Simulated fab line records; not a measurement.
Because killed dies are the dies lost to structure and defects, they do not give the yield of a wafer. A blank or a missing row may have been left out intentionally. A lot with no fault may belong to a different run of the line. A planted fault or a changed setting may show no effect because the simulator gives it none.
Chamber matching || flow nand_harc || rie_diel-04 running NHARC_A_STAIRCASE_TRIM_196: 4 sister chambers
The step chemistry O2, time 211.2 s. 4 wafers are shown with their chamber, then 12 later ones without.

WAFERS, EACH WITH ITS CHAMBER
{"wafer": "L086.5", "chamber": 0, "drypump_motor_current_A (A)": 5.2}
{"wafer": "L088.1", "chamber": 1, "drypump_motor_current_A (A)": 6.6}
{"wafer": "L088.2", "chamber": 3, "drypump_motor_current_A (A)": 6.0}
{"wafer": "L088.3", "chamber": 2, "drypump_motor_current_A (A)": 6.2}

WAFERS MISSING THEIR CHAMBER
{"wafer": "L091.1", "drypump_motor_current_A (A)": 6.6}
{"wafer": "L091.3", "drypump_motor_current_A (A)": 6.0}
{"wafer": "L091.5", "drypump_motor_current_A (A)": 6.2}
{"wafer": "L094.3", "drypump_motor_current_A (A)": 6.2}
{"wafer": "L094.4", "drypump_motor_current_A (A)": 6.0}
{"wafer": "L094.6", "drypump_motor_current_A (A)": 6.0}
{"wafer": "L095.1", "drypump_motor_current_A (A)": 6.2}
{"wafer": "L095.4", "drypump_motor_current_A (A)": 5.3}
{"wafer": "L095.5", "drypump_motor_current_A (A)": 6.2}
{"wafer": "L096.2", "drypump_motor_current_A (A)": 6.6}
{"wafer": "L096.3", "drypump_motor_current_A (A)": 6.3}
{"wafer": "L096.6", "drypump_motor_current_A (A)": 6.2}

CHAMBER TAKEN BY EACH
{"wafer": "L091.1", "from the rows above": 1, "in truth": 1}
{"wafer": "L091.3", "from the rows above": 3, "in truth": 3}
{"wafer": "L091.5", "from the rows above": 2, "in truth": 2}
{"wafer": "L094.3", "from the rows above": 2, "in truth": 2}
{"wafer": "L094.4", "from the rows above": 3, "in truth": 3}
{"wafer": "L094.6", "from the rows above": 3, "in truth": 3}
{"wafer": "L095.1", "from the rows above": 2, "in truth": 2}
{"wafer": "L095.4", "from the rows above": 0, "in truth": 0}
{"wafer": "L095.5", "from the rows above": 2, "in truth": 2}
{"wafer": "L096.2", "from the rows above": 1, "in truth": 1}
{"wafer": "L096.3", "from the rows above": 2, "in truth": 2}
{"wafer": "L096.6", "from the rows above": 2, "in truth": 2}
Correctly placed: 12 of 12. Left unplaced by these rows: 0. Placed wrongly: 0.
How it was worked out, from the rows above alone: a wafer's distance from a chamber is the root of the sum, over the readings, of the square of ((its reading less the chamber's mean) divided by the reading's scatter). If the next closest chamber is less than 2 further off than the closest, the wafer can't be placed; otherwise it belongs to the closest. Each chamber's mean is taken over the wafers shown for it. The scatter: with one shown wafer a chamber, the root of the mean of the squares of how far each hidden wafer lies from its nearest shown one.
